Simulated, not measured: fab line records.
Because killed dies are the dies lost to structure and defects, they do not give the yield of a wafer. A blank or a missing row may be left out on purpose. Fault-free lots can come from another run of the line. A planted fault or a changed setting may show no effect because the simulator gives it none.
Matching of chambers | flow nand-harc | rie-diel-07 running NHARC_P_M0_STRIP_18: 4 sister chambers
The step strips in N2/H2. 8 wafers are shown with their chamber, then 7 later ones without.

== WAFERS WITH THEIR CHAMBER ==
wafer  | chamber | drypump-motor-current-A (A) | oes-product-au (a.u.)
L074.3 | 1       | 5.6                         | 0.992
L076.6 | 1       | 5.6                         | 0.993
L081.1 | 0       | 5.2                         | 1.018
L086.2 | 0       | 5.2                         | 1.004
L086.3 | 2       | 5.0                         | 1.019
L086.5 | 3       | 6.5                         | 0.980
L089.1 | 3       | 6.4                         | 0.987
L089.3 | 2       | 5.0                         | 1.021

== WAFERS WITH NO CHAMBER GIVEN ==
wafer  | drypump-motor-current-A (A) | oes-product-au (a.u.)
L089.4 | 5.2                         | 1.007
L088.1 | 6.5                         | 0.989
L088.2 | 5.2                         | 1.008
L088.4 | 5.0                         | 1.025
L090.4 | 5.6                         | 1.001
L090.5 | 6.5                         | 0.985
L090.6 | 5.0                         | 1.013

== THE CHAMBER EACH PASSED THROUGH ==
wafer  | from the rows above | in truth
L089.4 | 0                   | 0
L088.1 | 3                   | 3
L088.2 | 0                   | 0
L088.4 | 2                   | 2
L090.4 | 1                   | 1
L090.5 | 3                   | 3
L090.6 | 2                   | 2
Correct placement for 7 of the 7. Left unplaced by these rows: 0. Wrongly placed: 0.
How it was worked out, from the rows above alone: a wafer's distance from a chamber is the root of the sum, over the readings, of the square of ((its reading less the chamber's mean) divided by the reading's scatter). The wafer belongs to the nearest chamber; if the next one is less than 2 further off, it can't be placed. A chamber's mean is the mean of its shown wafers. The scatter is the square root of a quotient: the sum, over the shown wafers, of each reading's squared deviation from its chamber's mean, divided by wafers minus chambers.
